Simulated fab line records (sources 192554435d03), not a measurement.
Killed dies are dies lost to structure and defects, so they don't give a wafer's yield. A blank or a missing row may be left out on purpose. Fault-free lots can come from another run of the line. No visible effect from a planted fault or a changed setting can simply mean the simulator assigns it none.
Comparing a struck lot with a sound one / flow n5_finfet / 36 steps out of a route of 1938
Sound: these wafers, L586.2, L586.4, L586.6. The struck wafers were L588.1, L588.3, L588.6. The cause is given at the end.
Per side, at each step with rows, come the tool, then ch with its chambers, and then its first start. Under that, the readings that differ: sound wafers / struck wafers / difference of the means / sigmas: that difference in standard deviations of wafers without a fault.
alike: readings with means less than 2 such deviations apart, plus words and numbers identical on both sides. not compared: withheld readings, readings lacking a value on some wafer, bounds such as >300 that could conceal the same value, and numbers that have no deviation in the record and whose values overlap.
The two part at a step that has a row with sigmas, a row that says differs or no value, or rows on one side only. Non-overlapping numbers with no deviation appear without sigmas and do not part them. A reading missing from all wafers of one side parts the sides only when that side holds two or more wafers.

first, 9 steps without rows for these wafers: N5_BEOL_M11_ALD_74 (deposits TaN, target thk 2 nm, pulse time 2 s, purge time 3 s); N5_BEOL_M11_SURFACE_TREAT_76; N5_BEOL_M11_CVD_75 (deposits Co from CCTBA/H2, target thk 2 nm, time 138.9 s); N5_BEOL_M11_SPUTTER_48 (material Cu, target thk 12 nm, time 2 s); N5_BEOL_M11_ECD_50 (material Cu, target thk 318 nm); N5_BEOL_M11_ANNEAL_51 (time 90 s); N5_BEOL_M11_CMP_52 (polishes, stops on SiCOH lowk, t overpolish 7 s, target thk 140 nm); N5_BEOL_M11_PRE_CLEAN_55 (time 15 s); N5_BEOL_M11_DEP_56 (deposits SiCN from 3MS/NH3, target thk 30 nm, time 10.5 s).
N5_BEOL_M12_ILD_DEP_00: deposits SiOC from DEMS/O2, target thk 658.92 nm, time 130.7 s.
  sound on pecvd-04 ch 0,1,2, day 13 01:59; struck on pecvd-04 ch 0,1,2, day 13 15:33
reading=model.SiOC_of_BEOL_M12_ILD_DEP_00.thk_nm (nm); sound=647.2 651.6 658.8; struck=707.2 705.8 718.4; difference=+57.9; sigmas=
  alike: heater_power_w, showerhead_plenum_p_Torr, throttle_valve_pct
N5_BEOL_M12_THK_MEAS_01:
  sound on film_metro-01 at day 13 02:07; struck on film_metro-01 at day 13 15:41
reading=M12_ILD_THK (nm); sound=647 652 659; struck=707 706 718; difference=+58; sigmas=+7
then, 10 steps without rows for these wafers: N5_BEOL_M12_COAT_58 (time 60 s, resist thk 89 nm); N5_BEOL_M12_COAT_04 (resist thk 400 nm); N5_BEOL_M12_EBR_06; N5_BEOL_M12_SOFTBAKE_05 (time 60 s); N5_BEOL_M12_EXPOSE_07 (exposes mask V11); N5_BEOL_M12_PEB_08 (peb time 90 s); N5_BEOL_M12_DEVELOP_09 (develop time 45 s); N5_BEOL_M12_HARDBAKE_14 (time 120 s); N5_BEOL_M12_DESCUM_15 (chemistry O2, time 7.9 s); N5_BEOL_M12_ETCH_59 (etches BARC in N2/H2, target depth 89 nm, overetch 26.7 nm, time 67.9 s).
N5_BEOL_M12_VIA_ETCH_16: etches SiOC in C4F8/O2/Ar, target depth 724.8 nm.
  sound on rie_diel-05 ch 0,3, day 13 02:45; struck on rie_diel-02 ch 1,2, day 13 16:10
reading=model.etch.depth_nm (nm); sound=647.1 651.6 658.9; struck=707.1 705.9 718.4; difference=+57.9; sigmas=
reading=model.coat_of_BEOL_M12_COAT_04.thk_nm (nm); sound=127.8 125.6 124.4; struck=109.6 111.2 107; difference=-16.7; sigmas=
  alike: drypump_motor_current_A, oes_product_au, rf_vpp_V, showerhead_plenum_p_Torr, throttle_valve_pct
N5_BEOL_M12_STRIP_63: strips in N2/H2.
  sound on plasma_asher-02 ch 1, day 13 02:57; struck on plasma_asher-01 ch 0, day 13 16:22
reading=strip_time_to_endpoint_s (s); sound=43.8 43.2 42.9; struck=38.8 39.3 38.2; difference=-4.5; sigmas=-5
  alike: drypump_motor_current_A, heater_power_w, oes_product_au
  not compared: rf_hours_counter_h
then, 12 steps without rows for these wafers: N5_BEOL_M12_STRIP_64 (strips in N2/H2); N5_BEOL_M12_STRIP_71 (strips in post etch residue remover, time 60 s); N5_BEOL_M12_SRD_72 (time 30 s, dry time 30 s); N5_BEOL_M12_COAT_65 (time 60 s, resist thk 300 nm); N5_BEOL_M12_COAT_66 (time 60 s, resist thk 110 nm); N5_BEOL_M12_COAT_22 (resist thk 300 nm); N5_BEOL_M12_EBR_24; N5_BEOL_M12_SOFTBAKE_23 (time 60 s); N5_BEOL_M12_EXPOSE_25 (exposes mask M12); N5_BEOL_M12_PEB_26 (peb time 90 s); N5_BEOL_M12_DEVELOP_27 (develop time 45 s); N5_BEOL_M12_HARDBAKE_32 (time 120 s).
N5_BEOL_M12_CMP_49: polishes, stops on SiOC, t overpolish 20.6 s, target thk 320 nm.
  sound on cmp-02 ch 0,2, day 13 07:08; struck on cmp-02 ch 1,3, day 13 21:52
reading=model.SiOC_of_BEOL_M12_ILD_DEP_00.thk_nm (nm); sound=589.6 592.4 600.4; struck=648.2 645.4 658.2; difference=+56.5; sigmas=
  alike: motor_current_A

== WHERE THEY PART ==
Last at N5_BEOL_M12_STRIP_63 as far as this record goes, first at N5_BEOL_M12_THK_MEAS_01. Later steps at which nothing parts them and some readings are alike: N5_BEOL_M12_CMP_49.

WHY: what had been put in by the simulator
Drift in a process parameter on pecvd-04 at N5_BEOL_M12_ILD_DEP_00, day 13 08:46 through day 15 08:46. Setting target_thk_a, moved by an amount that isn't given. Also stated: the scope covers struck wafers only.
